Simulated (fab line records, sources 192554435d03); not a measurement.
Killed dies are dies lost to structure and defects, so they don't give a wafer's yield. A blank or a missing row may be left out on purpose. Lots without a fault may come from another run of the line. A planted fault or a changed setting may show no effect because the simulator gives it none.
fab line records | flow n5_finfet
record lots=7 wafers=39
route steps=1938 shown SPACER0@258 SDB@369 MOL_CONTACT_COAG@586 BEOL_M0_SAQP@636
start_h: hours from the record's first day to the start of the lot's first wafer shown | wait_h: hours since the lot's step before | " the same as in the row above | L1.1+2: a row that stands for several wafers | - no value, or no start given | * or withheld: withheld | < > ~ a bound
route shown NAME@n: a module of which the file shows steps, and the number in the route of the first | usual: mean/standard deviation of fault-free wafers | same: alike in all rows | chamber/n: place in a boat | sites: the reading at each site | _std_site: their standard deviation | _edge_site: outer sites' mean less inner sites' | radius_mm: how far each site lies from the wafer's centre | mask NAME#n: copy n | behind: the tool/chamber that last shaped the wafer | hold: why the lot was held/for how many hours/how that ended | device: the transistor (n, p or np) that didn't switch | end of line: the same wafers' tests at the end of the route | a step without rows: its recipe alone | killed: dies lost to structure and defects at the first sort, not the wafer's yield | map: a wafer's dies, x killed, . not, _ none there
set.NAME: the setting as run; set.NAME@STEP: as run at that earlier step | model.NAME: the simulator's own value behind a step, which no gauge read
lots whose settings were changed on purpose; a table a step, a row a wafer
## steps
# step N5_SPACER0_ALD_07
# recipe material=SiNx target_thk_a=20 temp_c=400 ald_precursor_family=SiH2I2 ald_co_reactant=N2/H2-plasma pressure_torr=2
# columns lot.wafer tool chamber start_h wait_h set.target_thk_a model.SiNx_of_SPACER0_ALD_07.thk_nm
L076.1+5+6 ald_sin-01 3,0,1 60.13 0.0 20 2
L076.2+3+4 " 1,0,2 " " 9.728 1
L084.1+3+6 ald_sin-02 0,1,3 108.84 0.0 20 2
L088.1+4+6 ald_sin-03 0,2,1 132.32 0.4 20 2
L088.2+3+5 " 1,3,2 " " 10.82 1
L089.1+2+3+4+5+6 ald_sin-01 2,1,3,0,2,1 136.91 0.0 20 2
L090.1+4+6 ald_sin-03 0,2,2 144.86 0.0 20 2
L090.2+3+5 " 1,3,1 " " 23.98 2.4
L095.1+5 ald_sin-03 1,2 187.06 2.0 13.19 1.4
L095.2 " 3 " " 13.19 1.2
L095.3+4+6 " 0,2,1 " " 20 2
L097.1+2+5 ald_sin-02 0,3,2 194.73 0.0 20 2
L097.3+4+6 " 2,1,1 " " 28.34 2.8
# step N5_SDB_CUT_ETCH_26
# recipe chemistry=HBr/Cl2/O2 target=Si target_depth_a=1296 bt_time_s=20 mask_material=SiNx time_s=51.8 ion_energy_ev=* bias_w=* pressure_mtorr=10 icp_w=800 HBr_flow_sccm=150 Cl2_flow_sccm=80 O2_flow_sccm=12
# columns lot.wafer tool chamber start_h wait_h set.target_depth_a model.SDB.feature_depth_nm model.etch.depth_nm model.SiNx_of_SDB_HM_DEP_00.thk_nm
L076.1 rie_si-04 3 79.18 0.1 1296 133.2 133.2 21.8
L076.2 " 2 " " 1581 162 161.9 17.2
L076.3 " 0 " " 1581 160 160.1 18.2
L076.4 " 1 " " 1296 133.4 133.4 22
L076.5 " 3 " " 1581 162 161.9 18.2
L076.6 " 2 " " 1296 131.6 131.7 22.6
L084.1 rie_si-04 2 130.11 0.1 1296 131.6 131.5 21.6
L084.3 " 3 " " 1296 132 131.9 21.2
L084.6 " 1 " " 1296 133.4 133.5 21.6
L088.1 rie_si-01 2 169.37 0.1 1296 127.8 127.9 22.2
L088.2 " 1 " " 1296 125.8 125.8 21.8
L088.3 " 3 " " 1296 126 125.9 22.6
L088.4 " 0 " " 1296 129.4 129.4 22.4
L088.5 " 3 " " 1296 126.6 126.7 23
L088.6 " 2 " " 1296 128.8 128.9 21.8
L089.1 rie_si-01 1 170.21 0.1 1296 127.8 127.8 21.8
L089.2 " 3 " " 1554 154 154.1 18.6
L089.3 " 0 " " 1554 155.8 155.8 18.6
L089.4 " 2 " " 1554 156.8 156.7 19.2
L089.5 " 3 " " 1296 128.8 128.9 22.4
L089.6 " 0 " " 1296 130.2 130.1 22.6
L090.1 rie_si-04 3 172.04 0.1 1971 201.4 201.3 12.4
L090.2 " 2 " " 1971 199.4 199.4 12.6
L090.3 " 0 " " 1971 198.4 198.3 13
L090.4 " 1 " " 1296 134 134 21.8
L090.5 " 1 " " 1296 133.8 133.8 21.8
L090.6 " 0 " " 1296 131.2 131.2 21.6
L095.1 rie_si-01 3 206.83 0.1 883.7 89 88.9 27.6
L095.2 " 1 " " 883.7 88 88.01 27
L095.3 " 0 " " 1296 130.8 130.8 21.6
L095.4 " 2 " " 1296 130.4 130.4 23
L095.5 " 2 " " 1296 130.6 130.6 22.2
L095.6 " 1 " " 883.7 87.4 87.33 27.8
L097.1 rie_si-01 3 217.49 0.1 1296 127.6 127.5 21.8
L097.2 " 2 " " 913.5 89.6 89.53 26.2
L097.3 " 1 " " 913.5 88.4 88.41 27.2
L097.4 " 0 " " 1296 127.4 127.5 22.2
L097.5 " 2 " " 1296 126.6 126.6 23.2
L097.6 " 3 " " 913.5 89.6 89.62 27.2
# step N5_MOL_CONTACT_COAG_VIA_ETCH_46
# recipe chemistry=C4F6/O2 target_depth_a=460 overetch_a=92 mask_material=SOC target=SiO2 bias_w=455 pressure_mtorr=10 time_s=40 source_w=325 Ar_flow_sccm=300 C4F6_flow_sccm=10 O2_flow_sccm=10 ion_energy_ev=575.3 ends=end_point
# columns lot.wafer tool chamber start_h wait_h set.target_depth_a model.SOC_of_MOL_CONTACT_COAG_COAT_75.thk_nm
L076.1+4 rie_diel-04 3 110.00 0.0 460 50.6
L076.2 " 2 " " 587.4 48.8
L076.3 " 0 " " 587.4 49
L076.5 " 2 " " 460 50.2
L076.6 " 0 " " 587.4 49.2
L084.1 rie_diel-06 1 165.95 0.0 460 51.2
L084.3 " 0 " " 460 51
L084.6 " 2 " " 460 51.4
L088.1+5 rie_diel-05 3 207.62 0.0 553.7 49.4
L088.2 " 1 " " 460 49.8
L088.3 " 0 " " 460 50.8
L088.4 " 2 " " 460 50.4
L088.6 " 0 " " 553.7 49.6
L089.1 rie_diel-05 3 208.23 0.0 460 50.8
L089.2 " 1 " " 460 50.4
L089.3+6 " 2,1 " " 460 50.6
L089.4+5 " 0 " " 460 51
L090.1 rie_diel-04 2 208.39 0.0 360.9 51.6
L090.2+5 " 1,0 " " 360.9 52
L090.3+4+6 " 3,0,3 " " 460 50.6
L095.1+4 rie_diel-04 3,0 238.71 0.0 676.3 48.4
L095.2+5 " 2,0 " " 460 50.8
L095.3 " 1 " " 676.3 48.6
L095.6 " 3 " " 460 50.6
L097.1 rie_diel-06 3 250.44 0.0 530.6 49.4
L097.2 " 0 " " 460 50.4
L097.3+6 " 1 " " 530.6 49.8
L097.4 " 2 " " 460 50.2
L097.5 " 0 " " 460 50.6
# step N5_BEOL_M0_SAQP_PECVD_96
# recipe material=a-Si target_thk_a=450 temp_c=350 precursor=SiH4/He pressure_torr=3 rf_w=100 time_s=45.2
# columns lot.wafer tool chamber start_h wait_h set.time_s model.a-Si_of_BEOL_M0_SAQP_PECVD_96.thk_nm
L076.1 pecvd-02 0 117.85 0.0 45.2 45.4
L076.2 " 2 " " 52.23 52.2
L076.3 " 1 " " 45.2 46
L076.4 " 0 " " 52.23 53.4
L076.5 " 2 " " 52.23 53
L076.6 " 1 " " 45.2 46.2
L084.1+3+6 pecvd-01 1,0,2 172.42 0.0 45.2 45
L089.1 pecvd-02 2 216.66 0.0 34.67 34.2
L089.2 " 1 " " 45.2 44.4
L089.3+5 " 0,2 " " 45.2 45
L089.4 " 1 " " 34.67 34.6
L089.6 " 0 " " 34.67 34.4
L090.1+3 pecvd-01 0,2 216.68 0.0 45.2 44.6
L090.2 " 1 " " 31.04 30.6
L090.4 " 0 " " 31.04 30.8
L090.5 " 2 " " 45.2 45.2
L090.6 " 1 " " 31.04 31.4
L088.1 pecvd-01 2 216.96 0.0 53.27 52.6
L088.2 " 1 " " 53.27 53
L088.3 " 0 " " 45.2 44.2
L088.4 " 1 " " 45.2 46.2
L088.5 " 2 " " 45.2 46
L088.6 " 0 " " 53.27 54
L095.1 pecvd-02 1 246.97 0.0 45.2 45
L095.2 " 2 " " 45.2 44.8
L095.3 " 0 " " 45.2 44.6
L095.4 " 2 " " 45.2 45.6
L095.5 " 1 " " 45.2 45.2
L095.6 " 0 " " 45.2 45.8
L097.1 pecvd-01 0 257.50 0.0 19.9 19.4
L097.2+3 " 2,1 " " 19.9 19.8
L097.4 " 0 " " 45.2 45
L097.5 " 2 " " 45.2 45.2
L097.6 " 1 " " 45.2 45.4
# step N5_BEOL_M0_SAQP_PECVD_97
# recipe material=SiNx target_thk_a=230 temp_c=350 precursor=SiH4/NH3/N2 pressure_torr=1.5 rf_w=300 time_s=19.9
# step N5_BEOL_M0_SAQP_PECVD_04
# recipe material=a-Si target_thk_a=600 temp_c=350 precursor=SiH4/He pressure_torr=3 rf_w=100 time_s=60.2
# step N5_BEOL_M0_SAQP_ETCH_101
# recipe chemistry=CH3F/O2 target=SiNx mask_material=SiO2 target_depth_a=299 time_s=42.7 pressure_mtorr=30 source_w=395 bias_w=73 Ar_flow_sccm=150 CH3F_flow_sccm=30 O2_flow_sccm=20 ion_energy_ev=120
# step N5_BEOL_M0_SAQP_ETCH_102
# recipe chemistry=CF4 target=SiO2 target_depth_a=40 ion_energy_ev=350 time_s=4.4 pressure_mtorr=10 icp_w=800 bias_w=400 cf4_flow_sccm=80
# step N5_BEOL_M0_SAQP_MANDREL_ETCH_103
# recipe chemistry=HBr/Cl2 target=a-Si target_depth_a=450 bt_time_s=10 stop_on=SiCN mask_material=SiO2 over_etch_frac=0.8 time_s=27 pressure_mtorr=10 icp_w=800 bias_w=75 HBr_flow_sccm=150 Cl2_flow_sccm=80 ends=end_point
# usual oes_product_au=0.681/0.012
# columns lot.wafer tool chamber start_h wait_h set.time_s@BEOL_M0_SAQP_PECVD_96 oes_product_au model.etch.depth_nm
L076.1 rie_si-06 3 120.51 0.0 45.2 0.687 45.37
L076.2 " 2 " " 52.23 0.774 52.28
L076.3 " 0 " " 45.2 0.677 45.93
L076.4 " 1 " " 52.23 0.754 53.3
L076.5 " 0 " " 52.23 0.742 53.07
L076.6 " 3 " " 45.2 0.683 46.2
L084.1 rie_si-06 3 174.82 0.0 45.2 0.675 44.93
L084.3 " 2 " " 45.2 0.706 44.92
L084.6 " 0 " " 45.2 0.673 45.09
L089.1 rie_si-06 2 219.99 0.0 34.67 0.601 34.21
L089.2 " 3 " " 45.2 0.660 44.37
L089.3 " 0 " " 45.2 0.673 45.02
L089.4 " 1 " " 34.67 0.595 34.52
L089.5 " 0 " " 45.2 0.672 45.02
L089.6 " 3 " " 34.67 0.575 34.35
L090.1 rie_si-03 3 220.65 0.0 45.2 0.672 44.64
L090.2 " 1 " " 31.04 0.547 30.58
L090.3 " 2 " " 45.2 0.667 44.51
L090.4 " 3 " " 31.04 0.556 30.8
L090.5 " 1 " " 45.2 0.680 45.14
L090.6 " 2 " " 31.04 0.568 31.41
L088.1 rie_si-03 1 221.45 0.0 53.27 0.744 52.5
L088.2 " 2 " " 53.27 0.749 53.03
L088.3 " 3 " " 45.2 0.677 44.3
L088.4 " 1 " " 45.2 0.699 46.14
L088.5 " 3 " " 45.2 0.694 46.05
L088.6 " 2 " " 53.27 0.755 54.02
L095.1 rie_si-03 2 249.92 0.0 45.2 0.678 45
L095.2 " 0 " " 45.2 0.667 44.7
L095.3 " 3 " " 45.2 0.678 44.64
L095.4 " 1 " " 45.2 0.679 45.51
L095.5 " 2 " " 45.2 0.674 45.12
L095.6 " 1 " " 45.2 0.692 45.84
L097.1 rie_si-03 2 263.22 0.0 19.9 0.459 19.49
L097.2 " 3 " " 19.9 0.451 19.79
L097.3 " 0 " " 19.9 0.448 19.78
L097.4 " 1 " " 45.2 0.679 45.02
L097.5 " 1 " " 45.2 0.683 45.14
L097.6 " 2 " " 45.2 0.682 45.44
## key
split step=N5_SPACER0_ALD_07 setting=target_thk_a stated=20 by=wafer
response step=N5_SPACER0_ALD_07 reading=model.SiNx_of_SPACER0_ALD_07.thk_nm change=+0.0201 per=1% r=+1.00
split step=N5_SDB_CUT_ETCH_26 setting=target_depth_a stated=1296 by=wafer
response step=N5_SDB_CUT_ETCH_26 reading=model.SDB.feature_depth_nm change=+1.3 per=1% r=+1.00
response step=N5_SDB_CUT_ETCH_26 reading=model.etch.depth_nm change=+1.3 per=1% r=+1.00
response step=N5_SDB_CUT_ETCH_26 reading=model.SiNx_of_SDB_HM_DEP_00.thk_nm change=-0.17 per=1% r=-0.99
split step=N5_MOL_CONTACT_COAG_VIA_ETCH_46 setting=target_depth_a stated=460 by=wafer
response step=N5_MOL_CONTACT_COAG_VIA_ETCH_46 reading=model.SOC_of_MOL_CONTACT_COAG_COAT_75.thk_nm change=-0.0497 per=1% r=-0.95
split step=N5_BEOL_M0_SAQP_PECVD_96 setting=time_s stated=45.2 by=wafer
response step=N5_BEOL_M0_SAQP_PECVD_96 reading=model.a-Si_of_BEOL_M0_SAQP_PECVD_96.thk_nm change=+0.451 per=1% r=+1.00
response step=N5_BEOL_M0_SAQP_MANDREL_ETCH_103 reading=oes_product_au change=+0.00392 per=1% r=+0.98
response step=N5_BEOL_M0_SAQP_MANDREL_ETCH_103 reading=model.etch.depth_nm change=+0.451 per=1% r=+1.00
